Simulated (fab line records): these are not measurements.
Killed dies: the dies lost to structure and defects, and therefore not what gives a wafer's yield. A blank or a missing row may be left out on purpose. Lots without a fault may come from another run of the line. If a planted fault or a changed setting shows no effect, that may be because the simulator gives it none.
Matching of chambers / flow n5Finfet / pecvd-03 running N5_BEOL_M6_PECVD_70: 3 sister chambers
The step deposits SiO2 from TEOS/O2, target thk 20 nm, time 22.7 s. 3 wafers are shown with their chamber, then 8 later ones without.

== WAFERS WITH THEIR CHAMBER ==
wafer=L090.3; chamber=0; throttleValvePct (%)=21.9
wafer=L090.4; chamber=1; throttleValvePct (%)=23.1
wafer=L091.2; chamber=2; throttleValvePct (%)=20.6

== WAFERS WITH NO CHAMBER GIVEN ==
wafer=L091.4; throttleValvePct (%)=23.3
wafer=L091.5; throttleValvePct (%)=21.9
wafer=L094.2; throttleValvePct (%)=20.4
wafer=L094.3; throttleValvePct (%)=23.1
wafer=L094.6; throttleValvePct (%)=20.4
wafer=L095.1; throttleValvePct (%)=20.5
wafer=L095.3; throttleValvePct (%)=23.7
wafer=L095.5; throttleValvePct (%)=21.7

== WHICH CHAMBER EACH ONE RAN IN ==
wafer=L091.4; from the rows above=1; in truth=1
wafer=L091.5; from the rows above=0; in truth=0
wafer=L094.2; from the rows above=2; in truth=2
wafer=L094.3; from the rows above=1; in truth=1
wafer=L094.6; from the rows above=2; in truth=2
wafer=L095.1; from the rows above=2; in truth=2
wafer=L095.3; from the rows above=1; in truth=1
wafer=L095.5; from the rows above=0; in truth=0
Correctly placed: 8 of 8. Number that these rows cannot place: 0. 0 placed wrongly.
How it was worked out, from the rows above alone: a wafer's distance from a chamber is the root of the sum, over the readings, of the square of ((its reading less the chamber's mean) divided by the reading's scatter). The wafer belongs to the nearest chamber; if the next one is less than 2 further off, it can't be placed. Each chamber's mean is taken over the wafers shown for it. The scatter (one wafer shown for each chamber): square how far every hidden wafer sits from the nearest shown wafer, average those squares and take the square root.
